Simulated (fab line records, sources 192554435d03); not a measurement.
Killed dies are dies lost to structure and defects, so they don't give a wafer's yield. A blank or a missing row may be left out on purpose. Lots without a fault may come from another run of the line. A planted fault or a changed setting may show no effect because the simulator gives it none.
Which tool did it? | flow n5_finfet | 8 lots, 24 wafers sampled, at 6 steps of a route of 1938

WHAT THE GAUGES READ, wafer by wafer
N5_FIN_CUT_INSPECT_17: inspects for defects (brightfield). Usual: raw_defect_count 267, standard deviation 81.
lot  | measured    | on                | raw_defect_count | flag
L990 | day 2 10:23 | defect_inspect-01 | 158 240 252      |
L100 | day 4 23:18 | defect_inspect-01 | 331 605 261      |
L101 | day 5 08:37 | defect_inspect-02 | 473 390 384      |
L105 | day 6 05:38 | defect_inspect-02 | 220 325 302      |
L108 | day 6 21:46 | defect_inspect-01 | 185 171 178      |
L109 | day 7 03:20 | defect_inspect-02 | 215 237 210      |
L110 | day 7 09:57 | defect_inspect-02 | 128 304 147      |
L112 | day 8 02:23 | defect_inspect-02 | 295 322 499      |

N5_BEOL_M4_RC_MEAS_101. Usual: DIBL_N 36.4 mV/V, standard deviation 1.6; DIBL_P 36.2 mV/V, standard deviation 1.8; IOFF_N 0.159 nA/um, standard deviation 0.029; IOFF_P 0.21 nA/um, standard deviation 0.034; ION_N 670 uA/um, standard deviation 12; ION_P 459 uA/um, standard deviation 8.2; SS_N 71.5 mV/dec, standard deviation 0.59; SS_P 73.2 mV/dec, standard deviation 0.54; VT_N 250 mV, standard deviation 3.3; VT_P -250 mV, standard deviation 3.7.
lot  | measured     | on        | DIBL_N (mV/V)  | DIBL_P (mV/V)  | IOFF_N (nA/um)    | IOFF_P (nA/um) | ION_N (uA/um) | ION_P (uA/um) | SS_N (mV/dec)  | SS_P (mV/dec)  | VT_N (mV)   | VT_P (mV)      | flag
L990 | day 8 17:43  | prober-02 | 34.2 34.8 36.8 | 33.1 34.2 35.6 | 0.127 0.133 0.163 | 0.17 0.19 0.21 | 658 660 668   | 450 454 462   | 71.2 70.8 72.0 | 73.0 73.5 72.5 | 253 252 252 | -252 -252 -250 |
L100 | day 11 20:03 | prober-01 | 36.5 34.5 36.1 | 36.5 33.8 36.9 | 0.153 0.119 0.135 | 0.20 0.16 0.20 | 663 657 658   | 457 449 459   | 71.3 70.7 70.6 | 73.3 72.7 73.9 | 250 256 253 | -253 -254 -252 |
L101 | day 12 08:26 | prober-01 | 36.2 36.7 35.9 | 35.0 34.4 33.1 | 0.141 0.149 0.131 | 0.21 0.19 0.19 | 664 656 669   | 462 459 460   | 71.5 71.7 70.6 | 73.0 72.9 72.8 | 252 253 250 | -249 -251 -251 |
L105 | day 13 00:02 | prober-01 | 32.9 34.7 33.8 | 34.3 34.9 33.9 | 0.119 0.137 0.137 | 0.18 0.19 0.18 | 657 665 670   | 457 458 464   | 70.4 70.4 70.4 | 72.8 73.4 73.3 | 251 253 250 | -251 -250 -250 |
L108 | day 13 05:46 | prober-02 | 39.8 34.7 37.9 | 38.1 34.4 36.6 | 0.211 0.128 0.181 | 0.25 0.20 0.24 | 673 667 677   | 456 459 458   | 72.7 70.1 72.7 | 74.5 72.9 73.4 | 243 251 246 | -251 -249 -248 |
L109 | day 13 16:05 | prober-02 | 39.1 38.5 39.0 | 37.3 36.3 38.0 | 0.199 0.188 0.196 | 0.22 0.21 0.25 | 683 695 679   | 460 470 462   | 71.9 71.4 71.4 | 73.5 73.1 73.4 | 247 245 245 | -250 -250 -246 |
L110 | day 13 23:15 | prober-02 | 35.5 38.6 36.9 | 34.9 39.7 37.1 | 0.113 0.190 0.152 | 0.14 0.20 0.16 | 649 673 675   | 443 453 455   | 71.2 72.2 71.9 | 72.3 73.7 72.9 | 257 250 251 | -262 -253 -258 |
L112 | day 14 23:20 | prober-02 | 37.0 32.8 32.9 | 37.7 33.8 34.5 | 0.179 0.114 0.119 | 0.27 0.20 0.23 | 671 657 660   | 468 466 464   | 72.1 70.8 70.8 | 73.9 72.3 73.0 | 248 255 249 | -245 -246 -247 |

WHICH TOOL RAN EACH LOT (tool, then ch and the chambers of the sampled wafers, then the start)
lot  | N5_FIN_CUT_ETCH_20                | N5_FIN_CUT_ETCH_21                | N5_FIN_CUT_CUT_ETCH_15          | N5_STI_FIN_REVEAL_ETCHBACK_08
L990 | rie_diel-02 ch 1,3, day 2 09:32   | rie_diel-02 ch 1,3, day 2 09:34   | rie_si-05 ch 1,2,3, day 2 10:06 | rie_diel-03 ch 0,1, day 2 16:40
L100 | rie_diel-04 ch 1,2,3, day 4 22:26 | rie_diel-04 ch 1,2,3, day 4 22:29 | rie_si-02 ch 0,2,3, day 4 23:01 | rie_diel-06 ch 0,1,2, day 5 07:19
L101 | rie_diel-05 ch 1,2, day 5 07:28   | rie_diel-05 ch 1,2, day 5 07:29   | rie_si-05 ch 0,3, day 5 08:20   | rie_diel-01 ch 0,1,3, day 5 15:23
L105 | rie_diel-05 ch 0,1,3, day 6 04:38 | rie_diel-05 ch 0,1,3, day 6 04:41 | rie_si-04 ch 0,1,2, day 6 05:13 | rie_diel-06 ch 0,2,3, day 6 12:19
L108 | rie_diel-02 ch 0,2, day 6 20:52   | rie_diel-02 ch 0,2, day 6 20:54   | rie_si-02 ch 1,2,3, day 6 21:26 | rie_diel-03 ch 0,1,3, day 7 03:34
L109 | rie_diel-04 ch 1,2,3, day 7 02:23 | rie_diel-04 ch 1,2,3, day 7 02:26 | rie_si-05 ch 1,2,3, day 7 02:58 | rie_diel-03 ch 1,2,3, day 7 09:14
L110 | rie_diel-04 ch 1,2,3, day 7 09:05 | rie_diel-04 ch 1,2,3, day 7 09:07 | rie_si-05 ch 0,3, day 7 09:40   | rie_diel-01 ch 0,3, day 7 15:55
L112 | rie_diel-02 ch 0,2,3, day 8 01:32 | rie_diel-02 ch 0,2,3, day 8 01:34 | rie_si-02 ch 0,2,3, day 8 02:07 | rie_diel-01 ch 0,3, day 8 08:10
- N5_FIN_CUT_ETCH_20: etches SiARC in CF4, target depth 26 nm, time 43.3 s.
- N5_FIN_CUT_ETCH_21: etches SOC in N2/H2, target depth 219 nm, overetch 43.8 nm, time 523.5 s.
- N5_FIN_CUT_CUT_ETCH_15: etches Si in HBr/Cl2/O2, target depth 100 nm, bt time 10 s, time 42.4 s.
- N5_STI_FIN_REVEAL_ETCHBACK_08: etches SiO2 in C4F6/O2, target depth 30.5 nm, time 10.167 s.

WHAT THE TOOLS THEMSELVES READ (means of the sampled wafers that have a number; where no wafer has one, the mark that the record gives instead)
N5_FIN_CUT_ETCH_20. Usual: chamber_pressure_mTorr 40.01 mTorr, standard deviation 0.035; drypump_motor_current_A 5.7 A, standard deviation 0.46; etch_rf_on_time_s 43.4 s, standard deviation 0.91; oes_product_au 0.68 a.u., standard deviation 0.085; rf_vpp_V 184.0 V, standard deviation 1.3; showerhead_plenum_p_Torr 2.13 Torr, standard deviation 0.081; throttle_valve_pct 15.72 %, standard deviation 0.18.
lot  | tool        | chamber_pressure_mTorr (mTorr) | drypump_motor_current_A (A) | etch_rf_on_time_s (s) | oes_product_au (a.u.) | rf_vpp_V (V) | showerhead_plenum_p_Torr (Torr) | throttle_valve_pct (%) | flag
L990 | rie_diel-02 | 39.99                          | 5.5                         | 43.6                  | 0.59                  | 183.0        | 2.12                            | 15.99                  |
L100 | rie_diel-04 | 40.01                          | 5.9                         | 43.2                  | 0.70                  | 183.9        | 2.16                            | 15.74                  |
L101 | rie_diel-05 | 40.02                          | 5.8                         | 43.7                  | 0.67                  | 184.4        | 2.10                            | 15.67                  |
L105 | rie_diel-05 | 40.04                          | 5.9                         | 43.7                  | 0.65                  | 183.3        | 2.14                            | 15.64                  |
L108 | rie_diel-02 | 40.00                          | 5.8                         | 43.2                  | 0.72                  | 185.8        | 2.22                            | 15.57                  |
L109 | rie_diel-04 | 39.98                          | 5.8                         | 43.6                  | 0.68                  | 185.0        | 2.15                            | 15.77                  |
L110 | rie_diel-04 | 40.02                          | 5.8                         | 43.3                  | 0.68                  | 184.3        | 2.15                            | 15.78                  |
L112 | rie_diel-02 | 40.01                          | 5.8                         | 42.8                  | 0.73                  | 184.9        | 2.16                            | 15.59                  |

N5_FIN_CUT_ETCH_21. Usual: chamber_pressure_mTorr 30.002 mTorr, standard deviation 0.028; drypump_motor_current_A 5.7 A, standard deviation 0.46; h2_flow_sccm 200.1 sccm, standard deviation 0.56; oes_product_au 0.73 a.u., standard deviation 0.085; rf_vpp_V 240.6 V, standard deviation 1.5; showerhead_plenum_p_Torr 2.54 Torr, standard deviation 0.097; throttle_valve_pct 17.99 %, standard deviation 0.19.
lot  | tool        | chamber_pressure_mTorr (mTorr) | drypump_motor_current_A (A) | h2_flow_sccm (sccm) | oes_product_au (a.u.) | rf_vpp_V (V) | showerhead_plenum_p_Torr (Torr) | throttle_valve_pct (%) | flag
L990 | rie_diel-02 | 30.000                         | 5.5                         | 200.4               | 0.64                  | 240.9        | 2.52                            | 18.31                  |
L100 | rie_diel-04 | 29.975                         | 5.8                         | 199.7               | 0.75                  | 240.8        | 2.57                            | 17.98                  |
L101 | rie_diel-05 | 30.011                         | 5.8                         | 199.6               | 0.73                  | 240.4        | 2.50                            | 17.95                  |
L105 | rie_diel-05 | 30.000                         | 5.8                         | 200.1               | 0.71                  | 241.3        | 2.56                            | 18.00                  |
L108 | rie_diel-02 | 30.015                         | 5.8                         | 199.2               | 0.77                  | 241.9        | 2.65                            | 17.88                  |
L109 | rie_diel-04 | 29.975                         | 5.9                         | 199.9               | 0.74                  | 241.1        | 2.56                            | 18.00                  |
L110 | rie_diel-04 | 30.011                         | 5.8                         | 200.7               | 0.73                  | 241.1        | 2.56                            | 18.02                  |
L112 | rie_diel-02 | 30.004                         | 5.7                         | 199.7               | 0.78                  | 241.1        | 2.59                            | 17.93                  |

N5_FIN_CUT_CUT_ETCH_15. Usual: chamber_pressure_mTorr 10.000 mTorr, standard deviation 0.0082; drypump_motor_current_A 5.8 A, standard deviation 0.42; oes_product_au 0.994 a.u., standard deviation 0.012; throttle_valve_pct 37.32 %, standard deviation 0.25.
lot  | tool      | chamber_pressure_mTorr (mTorr) | drypump_motor_current_A (A) | oes_product_au (a.u.) | throttle_valve_pct (%) | flag
L990 | rie_si-05 | 9.998                          | 5.9                         | 0.994                 | 37.34                  |
L100 | rie_si-02 | 9.995                          | 5.6                         | 1.001                 | 37.63                  |
L101 | rie_si-05 | 10.008                         | 6.2                         | 0.991                 | 37.10                  |
L105 | rie_si-04 | 10.005                         | 5.8                         | 1.000                 | 37.22                  |
L108 | rie_si-02 | 9.996                          | 5.7                         | 0.996                 | 37.66                  |
L109 | rie_si-05 | 9.994                          | 5.9                         | 0.992                 | 37.34                  |
L110 | rie_si-05 | 9.995                          | 6.2                         | 0.990                 | 37.11                  |
L112 | rie_si-02 | 10.001                         | 5.6                         | 0.994                 | 37.63                  |

N5_STI_FIN_REVEAL_ETCHBACK_08. Usual: C4F6_flow_sccm 10.00 sccm, standard deviation 0.032; chamber_pressure_mTorr 30.00 mTorr, standard deviation 0.032; drypump_motor_current_A 5.7 A, standard deviation 0.36; oes_product_au 0.74 a.u., standard deviation 0.066; rf_vpp_V 668 V, standard deviation 8.9; showerhead_plenum_p_Torr 2.85 Torr, standard deviation 0.097; throttle_valve_pct 21.30 %, standard deviation 0.25.
lot  | tool        | C4F6_flow_sccm (sccm) | chamber_pressure_mTorr (mTorr) | drypump_motor_current_A (A) | oes_product_au (a.u.) | rf_vpp_V (V) | showerhead_plenum_p_Torr (Torr) | throttle_valve_pct (%) | flag
L990 | rie_diel-03 | 10.02                 | 30.03                          | 5.5                         | 0.74                  | 667          | 2.82                            | 21.28                  |
L100 | rie_diel-06 | 9.98                  | 29.98                          | 5.8                         | 0.73                  | 672          | 2.81                            | 21.09                  |
L101 | rie_diel-01 | 10.00                 | 30.00                          | 5.4                         | 0.74                  | 667          | 2.83                            | 21.31                  |
L105 | rie_diel-06 | 10.00                 | 29.98                          | 5.8                         | 0.82                  | 675          | 2.82                            | 21.24                  |
L108 | rie_diel-03 | 9.98                  | 30.00                          | 5.9                         | 0.75                  | 671          | 2.89                            | 21.25                  |
L109 | rie_diel-03 | 10.00                 | 29.97                          | 6.0                         | 0.83                  | 673          | 3.00                            | 21.29                  |
L110 | rie_diel-01 | 10.01                 | 30.01                          | 5.5                         | 0.73                  | 671          | 2.91                            | 21.18                  |
L112 | rie_diel-01 | 9.99                  | 30.00                          | 5.5                         | 0.73                  | 671          | 2.90                            | 21.17                  |

THE ANSWER, worked out from the rows above alone
Rule: a lot is off if the mean of its wafers that have a number lies more than 3 standard deviations from the usual mean. A lot without any number at a reading at which 4 lots or more have one is off too. The other lots that the step has rows for count as sound. The gauges are gone through in route order, then the tools' own readings, and for those a lot's mean is taken as printed above. The first step at which some lot is off is used, and at that step the reading that is off furthest; a lot without a number counts as furthest.
No lot is off at any reading shown: from this, nothing can be told.

WHAT THE SIMULATOR HAD PUT IN
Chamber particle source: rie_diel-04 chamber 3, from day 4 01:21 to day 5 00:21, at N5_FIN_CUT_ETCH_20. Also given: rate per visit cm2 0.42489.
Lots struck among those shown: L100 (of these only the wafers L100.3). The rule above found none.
